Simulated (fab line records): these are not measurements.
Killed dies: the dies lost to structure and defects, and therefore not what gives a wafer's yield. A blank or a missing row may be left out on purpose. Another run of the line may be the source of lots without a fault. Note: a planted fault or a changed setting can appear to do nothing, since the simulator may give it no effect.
Which tool is to blame? :: flow nandHarc :: Sampling: 14 lots, 42 wafers, 4 of 1159 route steps

## WHAT EACH GAUGE READ, for each wafer
NHARC_END_SORT_01. Usual: killedAtArray 29, standard deviation 10; killedAtOther 0.7, standard deviation 1.1; killedAtPeriphery 3.2, standard deviation 2.2; killedDies 33, standard deviation 11; killedOpen 3.5, standard deviation 1.8; killedShort 2.0, standard deviation 1.4.
lot: L740
measured: day 23 06:19
on: prober-02
killedAtArray: 68 107 72
killedAtOther: 0 0 1
killedAtPeriphery: 2 0 0
killedDies: 70 107 73
killedOpen: 3 2 2
killedShort: 3 1 1
flag: OFF

lot: L746
measured: day 24 14:30
on: prober-02
killedAtArray: 98 75 124
killedAtOther: 0 2 2
killedAtPeriphery: 1 1 1
killedDies: 99 78 127
killedOpen: 3 3 2
killedShort: 0 2 2
flag: OFF

## EACH LOT AND THE TOOL THAT RAN IT (in order: tool; ch and the chambers of the sampled wafers; start)
lot: L727
NHARC_A_CONTACT_ETCH_118: harCapEtch-02 ch 0,1, day 16 18:19
NHARC_THIN_TSV_STRIP_45: plasmaAsher-02 ch 0,1, day 19 18:06
NHARC_THIN_TSV_DESCUM_35: rieDiel-03 ch 0,2,3, day 19 23:08

lot: L729
NHARC_A_CONTACT_ETCH_118: harCapEtch-02 ch 0,1, day 17 02:26
NHARC_THIN_TSV_STRIP_45: plasmaAsher-01 ch 0,1, day 19 19:07
NHARC_THIN_TSV_DESCUM_35: rieDiel-09 ch 1,3, day 20 00:16

lot: L734
NHARC_A_CONTACT_ETCH_118: harCapEtch-03 ch 0,1, day 17 14:04
NHARC_THIN_TSV_STRIP_45: plasmaAsher-02 ch 0,1, day 19 22:32
NHARC_THIN_TSV_DESCUM_35: rieDiel-05 ch 1,3, day 20 04:10

lot: L730
NHARC_A_CONTACT_ETCH_118: harCapEtch-01 ch 0,1, day 17 17:23
NHARC_THIN_TSV_STRIP_45: plasmaAsher-02 ch 0,1, day 19 21:32
NHARC_THIN_TSV_DESCUM_35: rieDiel-09 ch 1,3, day 20 02:38

lot: L733
NHARC_A_CONTACT_ETCH_118: harCapEtch-01 ch 1, day 17 19:43
NHARC_THIN_TSV_STRIP_45: plasmaAsher-02 ch 0,1, day 20 06:01
NHARC_THIN_TSV_DESCUM_35: rieDiel-05 ch 1,3, day 20 11:05

lot: L731
NHARC_A_CONTACT_ETCH_118: harCapEtch-02 ch 0,1, day 17 20:51
NHARC_THIN_TSV_STRIP_45: plasmaAsher-01 ch 0,1, day 20 06:20
NHARC_THIN_TSV_DESCUM_35: rieDiel-03 ch 0,1,2, day 20 11:47

lot: L735
NHARC_A_CONTACT_ETCH_118: harCapEtch-02 ch 0,1, day 18 19:49
NHARC_THIN_TSV_STRIP_45: plasmaAsher-01 ch 0, day 20 23:53
NHARC_THIN_TSV_DESCUM_35: rieDiel-09 ch 1,3, day 21 04:47

lot: L737
NHARC_A_CONTACT_ETCH_118: harCapEtch-03 ch 0,1, day 19 04:07
NHARC_THIN_TSV_STRIP_45: plasmaAsher-01 ch 0,1, day 21 04:10
NHARC_THIN_TSV_DESCUM_35: rieDiel-03 ch 2,3, day 21 09:13

lot: L739
NHARC_A_CONTACT_ETCH_118: harCapEtch-02 ch 0,1, day 19 05:43
NHARC_THIN_TSV_STRIP_45: plasmaAsher-01 ch 0,1, day 21 05:09
NHARC_THIN_TSV_DESCUM_35: rieDiel-03 ch 1,2,3, day 21 10:17

lot: L738
NHARC_A_CONTACT_ETCH_118: harCapEtch-01 ch 1, day 19 08:01
NHARC_THIN_TSV_STRIP_45: plasmaAsher-01 ch 0, day 21 12:04
NHARC_THIN_TSV_DESCUM_35: rieDiel-05 ch 0,1,3, day 21 17:08

lot: L736
NHARC_A_CONTACT_ETCH_118: harCapEtch-02 ch 0,1, day 19 09:30
NHARC_THIN_TSV_STRIP_45: plasmaAsher-02 ch 0,1, day 21 10:56
NHARC_THIN_TSV_DESCUM_35: rieDiel-05 ch 1,2,3, day 21 15:55

lot: L741
NHARC_A_CONTACT_ETCH_118: harCapEtch-02 ch 0,1, day 19 14:12
NHARC_THIN_TSV_STRIP_45: plasmaAsher-01 ch 1, day 21 19:34
NHARC_THIN_TSV_DESCUM_35: rieDiel-03 ch 0,1,3, day 22 00:34

lot: L740
NHARC_A_CONTACT_ETCH_118: harCapEtch-02 ch 0,1, day 19 22:17
NHARC_THIN_TSV_STRIP_45: plasmaAsher-02 ch 0,1, day 22 16:26
NHARC_THIN_TSV_DESCUM_35: rieDiel-03 ch 0,1,2, day 22 21:34

lot: L746
NHARC_A_CONTACT_ETCH_118: harCapEtch-02 ch 0,1, day 20 23:40
NHARC_THIN_TSV_STRIP_45: plasmaAsher-01 ch 0,1, day 23 15:40
NHARC_THIN_TSV_DESCUM_35: rieDiel-03 ch 0,1,2, day 23 21:32
- NHARC_A_CONTACT_ETCH_118: etches the open film in C4F8/O2/Ar, time 94 s, target depth 922 nm.
- NHARC_THIN_TSV_STRIP_45: strips in O2.
- NHARC_THIN_TSV_DESCUM_35: chemistry O2, time 3 s.

## AS READ BY THE TOOLS THEMSELVES (means over the sampled wafers that have a number; for cases with no such wafer, the mark the record gives instead)
NHARC_THIN_TSV_STRIP_45. Usual: drypumpMotorCurrentA 5.7 A, standard deviation 0.44; heaterPowerW 327 W, standard deviation 17.
lot: L727
tool: plasmaAsher-02
drypumpMotorCurrentA (A): 5.7
heaterPowerW (W): 326
flag: 

lot: L729
tool: plasmaAsher-01
drypumpMotorCurrentA (A): 5.4
heaterPowerW (W): 318
flag: 

lot: L734
tool: plasmaAsher-02
drypumpMotorCurrentA (A): 5.7
heaterPowerW (W): 323
flag: 

lot: L730
tool: plasmaAsher-02
drypumpMotorCurrentA (A): 6.0
heaterPowerW (W): 338
flag: 

lot: L733
tool: plasmaAsher-02
drypumpMotorCurrentA (A): 5.7
heaterPowerW (W): 325
flag: 

lot: L731
tool: plasmaAsher-01
drypumpMotorCurrentA (A): 5.7
heaterPowerW (W): 320
flag: 

lot: L735
tool: plasmaAsher-01
drypumpMotorCurrentA (A): 5.9
heaterPowerW (W): 310
flag: 

lot: L737
tool: plasmaAsher-01
drypumpMotorCurrentA (A): 5.4
heaterPowerW (W): 321
flag: 

lot: L739
tool: plasmaAsher-01
drypumpMotorCurrentA (A): 5.5
heaterPowerW (W): 327
flag: 

lot: L738
tool: plasmaAsher-01
drypumpMotorCurrentA (A): 5.9
heaterPowerW (W): 312
flag: 

lot: L736
tool: plasmaAsher-02
drypumpMotorCurrentA (A): 6.1
heaterPowerW (W): 336
flag: 

lot: L741
tool: plasmaAsher-01
drypumpMotorCurrentA (A): 5.2
heaterPowerW (W): 327
flag: 

lot: L740
tool: plasmaAsher-02
drypumpMotorCurrentA (A): 6.0
heaterPowerW (W): 335
flag: 

lot: L746
tool: plasmaAsher-01
drypumpMotorCurrentA (A): 5.7
heaterPowerW (W): 321
flag: 

NHARC_THIN_TSV_DESCUM_35. Usual: drypumpMotorCurrentA 5.8 A, standard deviation 0.44; oesProductAu 1.001 a.u., standard deviation 0.0089; rfVppV 57.8 V, standard deviation 0.89; showerheadPlenumPTorr 1.94 Torr, standard deviation 0.052; throttleValvePct 11.312 %, standard deviation 0.0084.
lot: L727
tool: rieDiel-03
drypumpMotorCurrentA (A): 5.7
oesProductAu (a.u.): 1.002
rfVppV (V): 57.0
showerheadPlenumPTorr (Torr): 1.98
throttleValvePct (%): 11.314
flag: 

lot: L729
tool: rieDiel-09
drypumpMotorCurrentA (A): 6.1
oesProductAu (a.u.): 0.990
rfVppV (V): 58.0
showerheadPlenumPTorr (Torr): 1.98
throttleValvePct (%): 11.314
flag: 

lot: L734
tool: rieDiel-05
drypumpMotorCurrentA (A): 5.5
oesProductAu (a.u.): 0.993
rfVppV (V): 57.9
showerheadPlenumPTorr (Torr): 1.84
throttleValvePct (%): 11.304
flag: 

lot: L730
tool: rieDiel-09
drypumpMotorCurrentA (A): 6.3
oesProductAu (a.u.): 1.001
rfVppV (V): 57.9
showerheadPlenumPTorr (Torr): 1.97
throttleValvePct (%): 11.311
flag: 

lot: L733
tool: rieDiel-05
drypumpMotorCurrentA (A): 5.5
oesProductAu (a.u.): 0.998
rfVppV (V): 57.3
showerheadPlenumPTorr (Torr): 1.84
throttleValvePct (%): 11.317
flag: 

lot: L731
tool: rieDiel-03
drypumpMotorCurrentA (A): 5.7
oesProductAu (a.u.): 1.002
rfVppV (V): 58.2
showerheadPlenumPTorr (Torr): 1.97
throttleValvePct (%): 11.309
flag: 

lot: L735
tool: rieDiel-09
drypumpMotorCurrentA (A): 6.0
oesProductAu (a.u.): 0.990
rfVppV (V): 57.7
showerheadPlenumPTorr (Torr): 1.98
throttleValvePct (%): 11.316
flag: 

lot: L737
tool: rieDiel-03
drypumpMotorCurrentA (A): 5.5
oesProductAu (a.u.): 1.015
rfVppV (V): 58.2
showerheadPlenumPTorr (Torr): 1.96
throttleValvePct (%): 11.317
flag: 

lot: L739
tool: rieDiel-03
drypumpMotorCurrentA (A): 5.5
oesProductAu (a.u.): 1.007
rfVppV (V): 57.8
showerheadPlenumPTorr (Torr): 1.96
throttleValvePct (%): 11.315
flag: 

lot: L738
tool: rieDiel-05
drypumpMotorCurrentA (A): 5.4
oesProductAu (a.u.): 1.005
rfVppV (V): 57.5
showerheadPlenumPTorr (Torr): 1.85
throttleValvePct (%): 11.317
flag: 

lot: L736
tool: rieDiel-05
drypumpMotorCurrentA (A): 5.6
oesProductAu (a.u.): 1.006
rfVppV (V): 57.4
showerheadPlenumPTorr (Torr): 1.86
throttleValvePct (%): 11.313
flag: 

lot: L741
tool: rieDiel-03
drypumpMotorCurrentA (A): 5.8
oesProductAu (a.u.): 1.004
rfVppV (V): 57.9
showerheadPlenumPTorr (Torr): 1.94
throttleValvePct (%): 11.322
flag: 

lot: L740
tool: rieDiel-03
drypumpMotorCurrentA (A): 5.8
oesProductAu (a.u.): 1.003
rfVppV (V): 58.1
showerheadPlenumPTorr (Torr): 1.97
throttleValvePct (%): 11.314
flag: 

lot: L746
tool: rieDiel-03
drypumpMotorCurrentA (A): 5.8
oesProductAu (a.u.): 0.996
rfVppV (V): 57.7
showerheadPlenumPTorr (Torr): 1.97
throttleValvePct (%): 11.313
flag: 

## THE ANSWER, worked out from the rows above alone
Rule: take the mean of a lot's wafers that have a number; if it is more than 3 standard deviations from the usual mean, the lot is off. Also off: a lot with no number at a reading for which 4 or more lots have one. All remaining lots with rows at the step are treated as sound. First the gauges in route order, then the tools' own readings, where a lot's mean is used as printed above. The first step at which some lot is off is used, and at that step the reading that is off furthest; a lot without a number counts as furthest.
Off at NHARC_END_SORT_01 (killedAtArray): L740, L746. Neither off nor sound, because the step has no rows for them: L727, L729, L734, L730, L733, L731, L735, L737, L739, L738, L736, L741.
A tool fits if, at a process step before that reading, it ran every lot that is off, and no sound lot after the first of them. Gauges at NHARC_END_SORT_01: tried the same way as those tools. Can't be told from this: 3 tools fit, harCapEtch-02 at NHARC_A_CONTACT_ETCH_118, rieDiel-03 at NHARC_THIN_TSV_DESCUM_35, prober-02 at NHARC_END_SORT_01.

## WHAT THE SIMULATOR HAD PUT IN
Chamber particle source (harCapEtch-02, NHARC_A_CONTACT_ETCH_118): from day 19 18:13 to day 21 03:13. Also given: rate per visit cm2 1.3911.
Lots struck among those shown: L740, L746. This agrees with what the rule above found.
